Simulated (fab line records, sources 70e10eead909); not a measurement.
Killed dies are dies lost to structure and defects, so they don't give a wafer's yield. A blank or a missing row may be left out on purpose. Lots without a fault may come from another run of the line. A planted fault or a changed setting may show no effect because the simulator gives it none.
fab line records | flow nand_harc | part 2 of 2: steps 5 to 6 of 6
record lots=22 wafers=66 last_day=34
route steps=1302 shown A_CHANNEL_HOLE_D1@472 A_CHANNEL_FILL_D1@508 A_DECK1_JOINT@539 A_CHANNEL_HOLE_D2@593
lots that met no fault: from a run of the same line without faults
start_h: hours from the record's first day to the start of the lot's first wafer shown | wait_h: hours since the lot's step before | " the same as in the row above | L1.1+2: a row that stands for several wafers | - no value, or no start given | * or withheld: withheld | < > ~ a bound
route shown NAME@n: a module of which the file shows steps, and the number in the route of the first | usual: mean/standard deviation of fault-free wafers | same: alike in all rows | chamber/n: place in a boat | sites: the reading at each site | _std_site: their standard deviation | _edge_site: outer sites' mean less inner sites' | radius_mm: how far each site lies from the wafer's centre | mask NAME#n: copy n | behind: the tool/chamber that last shaped the wafer | hold: why the lot was held/for how many hours/how that ended | device: the transistor (n, p or np) that didn't switch | end of line: the same wafers' tests at the end of the route | a step without rows: its recipe alone | killed: dies lost to structure and defects at the first sort, not the wafer's yield | map: a wafer's dies, x killed, . not, _ none there
set.NAME: the setting as run; set.NAME@STEP: as run at that earlier step | model.NAME: the simulator's own value behind a step, which no gauge read
steps of the route over a sample of lots; a table a step, a row a wafer
services: from which hour (start_h, from the record's first day; less than 0 if before it) a tool's chamber was out of use, for how many hours, and why
## steps
# step NHARC_A_DECK1_JOINT_CMP_02
# recipe material=SiOx
# usual edge_zone_pressure_frac=1.000/0.005 motor_current_A=11.8/1.1
# columns lot.wafer tool chamber start_h wait_h edge_zone_pressure_frac motor_current_A
L074.1 cmp-04 0 280.95 0.4 1.002 12.6
L074.3 " 2 " " 0.999 11.9
L074.6 " 1 " " 0.997 14.5
L075.2 cmp-03 0 290.22 0.4 1.004 11.9
L075.1 " 1 " " 0.997 10.8
L075.5 " 2 " " 0.999 12.8
L076.2 cmp-03 3 298.12 0.4 0.998 13.2
L076.3 " 1 " " 1.007 9.8
L076.5 " 0 " " 1.002 13.0
L077.2 cmp-04 0 298.15 0.4 0.992 12.5
L077.3 " 1 " " 1.004 13.8
L077.1 " 2 " " 1.008 11.6
L079.3 cmp-03 1 326.71 0.4 0.997 10.4
L079.5 " 1 " " 1.004 10.1
L079.6 " 2 " " 0.997 13.2
L078.2 cmp-01 0 326.76 0.4 0.996 10.4
L078.4 " 1 " " 0.995 11.0
L078.6 " 2 " " 0.999 12.1
L080.3 cmp-01 0 336.83 0.4 1.007 10.5
L080.1 " 3 " " 0.998 12.1
L080.6 " 1 " " 1.013 10.9
L081.2 cmp-01 3 347.43 0.4 0.999 11.1
L081.4 " 2 " " 0.994 12.2
L081.5 " 0 " " 1.002 10.5
L083.3 cmp-03 1 354.43 0.4 1.005 10.6
L083.1 " 2 " " 1.000 12.7
L083.4 " 0 " " 0.993 11.8
L082.2 cmp-01 3 354.46 0.4 1.002 11.2
L082.4 " 1 " " 0.997 10.7
L082.6 " 2 " " 1.002 12.3
L084.3 cmp-03 0 368.01 0.4 0.996 12.6
L084.6 " 1 " " 1.001 10.5
L084.5 " 2 " " 1.006 13.1
L085.1 cmp-01 3 386.56 0.4 1.002 11.2
L085.5 " 0 " " 1.002 10.1
L085.6 " 1 " " 0.995 11.0
L086.1 cmp-04 2 386.56 0.4 1.003 11.2
L086.6 " 3 " " 0.999 10.7
L086.5 " 0 " " 1.005 12.5
L087.1 cmp-01 1 398.34 0.4 1.004 11.3
L087.3 " 3 " " 1.001 12.3
L087.6 " 2 " " 0.998 12.0
L088.4 cmp-03 0 416.65 0.4 0.999 12.2
L088.5 " 0 " " 1.005 12.0
L088.6 " 1 " " 0.996 10.3
L090.4 cmp-03 3 437.67 0.4 1.001 13.0
L090.3 " 1 " " 0.991 10.7
L090.2 " 2 " " 1.003 13.4
L091.3 cmp-01 2 437.72 0.4 1.006 12.2
L091.5 " 0 " " 0.991 10.3
L091.6 " 1 " " 0.991 11.5
L092.3 cmp-03 3 449.94 0.4 1.002 13.0
L092.6 " 0 " " 1.008 12.5
L092.5 " 1 " " 0.997 10.2
L093.3 cmp-03 1 465.95 0.4 0.995 10.8
L093.1 " 0 " " 0.999 12.1
L093.6 " 1 " " 0.993 10.5
L094.2 cmp-03 0 474.83 0.4 0.995 12.3
L094.4 " 2 " " 1.005 12.5
L094.6 " 0 " " 0.997 12.3
L095.3 cmp-04 3 484.72 0.4 0.991 11.5
L095.2 " 1 " " 0.998 13.9
L095.5 " 0 " " 1.003 12.5
L097.4 cmp-01 0 512.68 0.4 1.001 10.6
L097.2 " 1 " " 1.003 11.1
L097.6 " 0 " " 1.002 10.5
# step NHARC_A_CHANNEL_HOLE_D2_ETCH_21
# recipe bias_v=3000 source_w=withheld pressure_mtorr=20 time_s=514.3 ar_flow_sccm=375 c4f8_flow_sccm=89.3 o2_flow_sccm=35.7 temp_c=-20 target_depth_a=16000 chemistry=C4F8/O2/Ar
# usual drypump_motor_current_A=5.3/0.44 mfc_ar_sccm=375.2/1.2 showerhead_plenum_p_Torr=3.68/0.16 throttle_valve_pct=32.155/0.0092
# columns lot.wafer tool chamber start_h wait_h drypump_motor_current_A mfc_ar_sccm rf_hours_counter_h showerhead_plenum_p_Torr throttle_valve_pct
L074.1 har_etch-02 1 300.91 0.3 5.4 373.2 363 3.51 32.153
L074.3 " 1 " " 5.4 374.8 - 3.51 32.170
L074.6 " 0 " " 4.8 376.1 - 3.59 32.163
L075.2 har_etch-01 1 318.65 0.3 5.1 374.7 161 3.69 32.151
L075.1 " 0 " " 6.1 375.8 161 3.58 32.156
L075.5 " 1 " " 5.1 377.1 - 3.69 32.141
L077.1 har_etch-02 1 322.06 0.3 5.4 375.5 375 3.50 32.145
L077.2 " 0 " " 4.8 374.1 375 3.59 32.151
L077.3 " 0 " " 4.8 373.8 - 3.59 32.156
L076.2 har_etch-01 1 322.91 0.3 5.1 375.9 165 3.69 32.151
L076.3 " 0 " " 6.0 373.4 - 3.58 32.147
L076.5 " 1 " " 5.1 376.1 - 3.69 32.174
L079.3 har_etch-02 1 347.79 0.3 5.4 374.9 - 3.50 32.169
L079.6 " 0 " " 4.8 374.8 - 3.58 32.153
L079.5 " 1 " " 5.3 373.8 - 3.50 32.161
L078.2 har_etch-01 1 348.17 0.3 5.1 373.7 176 3.69 32.151
L078.4 " 0 " " 6.1 373.5 - 3.57 32.138
L078.6 " 0 " " 6.0 373.2 - 3.57 32.153
L080.1 har_etch-01 0 356.44 0.3 6.0 375.8 184 3.57 32.156
L080.3 " 1 " " 5.1 375.9 - 3.68 32.156
L080.6 " 0 " " 6.0 376.2 - 3.57 32.163
L081.2 har_etch-02 0 366.17 0.3 4.8 375.8 398 3.58 32.155
L081.4 " 1 " " 5.4 374.5 - 3.49 32.155
L081.5 " 1 " " 5.4 374.4 - 3.49 32.159
L083.1 har_etch-02 0 373.09 0.3 4.8 372.7 402 3.57 32.142
L083.4 " 0 " " 4.8 373.6 - 3.57 32.154
L083.3 " 1 " " 5.4 375.2 - 3.49 32.170
L082.2 har_etch-01 0 379.07 0.3 6.0 374.6 195 3.56 32.127
L082.4 " 1 " " 5.1 374.5 - 3.68 32.167
L082.6 " 1 " " 5.1 374.5 - 3.68 32.155
L084.3 har_etch-01 0 387.53 0.3 6.0 375.8 - 3.56 32.172
L084.6 " 1 " " 5.1 374.6 - 3.67 32.146
L084.5 " 0 " " 6.0 374.0 - 3.56 32.149
L086.1 har_etch-02 0 408.59 0.3 4.8 373.2 8 3.93 32.155
L086.5 " 1 " " 5.4 375.6 - 3.93 32.145
L086.6 " 0 " " 4.8 375.9 - 3.93 32.165
L085.1 har_etch-02 0 412.69 0.3 4.9 375.3 12 3.93 32.150
L085.6 " 0 " " 4.8 376.9 - 3.93 32.166
L085.5 " 1 " " 5.4 374.9 - 3.93 32.150
L087.1 har_etch-01 0 416.75 0.3 6.0 374.2 229 3.54 32.167
L087.3 " 0 " " 6.0 375.6 - 3.54 32.153
L087.6 " 0 " " 6.0 375.5 - 3.54 32.149
L088.4 har_etch-01 1 437.70 0.3 5.1 375.7 - 3.65 32.148
L088.6 " 1 " " 5.1 376.8 - 3.65 32.139
L088.5 " 0 " " 6.0 375.9 - 3.54 32.137
L091.3 har_etch-01 1 459.83 0.3 5.1 375.3 - 3.65 32.152
L091.5 " 0 " " 6.0 376.6 - 3.53 32.160
L091.6 " 1 " " 5.1 375.0 - 3.65 32.148
L090.2 har_etch-02 1 460.98 0.3 5.4 375.4 35 3.91 32.159
L090.3 " 0 " " 4.9 375.3 - 3.91 32.155
L090.4 " 1 " " 5.4 373.6 - 3.91 32.140
L092.3 har_etch-01 0 474.60 0.3 6.0 376.2 - 3.53 32.159
L092.6 " 0 " " 6.0 374.7 - 3.53 32.148
L092.5 " 1 " " 5.1 375.7 - 3.64 32.145
L093.1 har_etch-02 0 487.06 0.3 4.8 376.6 54 3.90 32.161
L093.3 " 0 " " 4.9 376.7 - 3.90 32.161
L093.6 " 0 " " 4.9 378.0 - 3.90 32.156
L094.2 har_etch-02 0 494.44 0.3 4.8 376.1 58 3.90 32.165
L094.4 " 1 " " 5.4 375.3 - 3.90 32.163
L094.6 " 1 " " 5.4 376.1 - 3.90 32.167
L095.2 har_etch-01 0 503.61 0.3 6.0 376.0 275 3.52 32.149
L095.3 " 1 " " 5.1 374.0 - 3.63 32.148
L095.5 " 0 " " 6.0 376.3 - 3.52 32.160
L097.2 har_etch-01 1 532.98 0.3 5.1 376.7 290 3.62 32.148
L097.4 " 1 " " 5.1 376.6 - 3.62 32.153
L097.6 " 1 " " 5.1 375.3 - 3.62 32.166
## services
# columns tool chamber start_h hours kind
cmp-03 - 161.32 1.8 repair
rie_diel-10 3 163.38 8.2 repair
cmp-03 - 165.61 4.0 pm
rie_diel-10 2 171.16 11.7 repair
rie_diel-10 3 175.32 6.7 repair
har_etch-01 - 182.69 17.0 repair
cmp-03 - 183.11 2.9 repair
cmp-01 - 185.61 4.0 pm
rie_diel-06 0 191.94 4.0 repair
cmp-01 - 196.53 0.8 repair
rie_diel-02 0 211.40 7.4 repair
rie_diel-02 - 224.03 9.0 pm
rie_diel-10 - 242.69 9.0 pm
har_etch-01 - 246.46 1.0 repair
cmp-03 - 263.61 4.0 pm
cmp-03 - 275.10 2.9 repair
cmp-01 - 283.61 4.0 pm
rie_diel-10 3 342.48 11.4 repair
cmp-03 - 361.64 4.0 pm
har_etch-02 - 380.61 17.0 pm
cmp-03 - 387.52 2.2 repair
rie_diel-10 - 419.69 9.0 pm
cmp-03 - 459.64 4.0 pm
rie_diel-10 - 501.69 1.4 repair
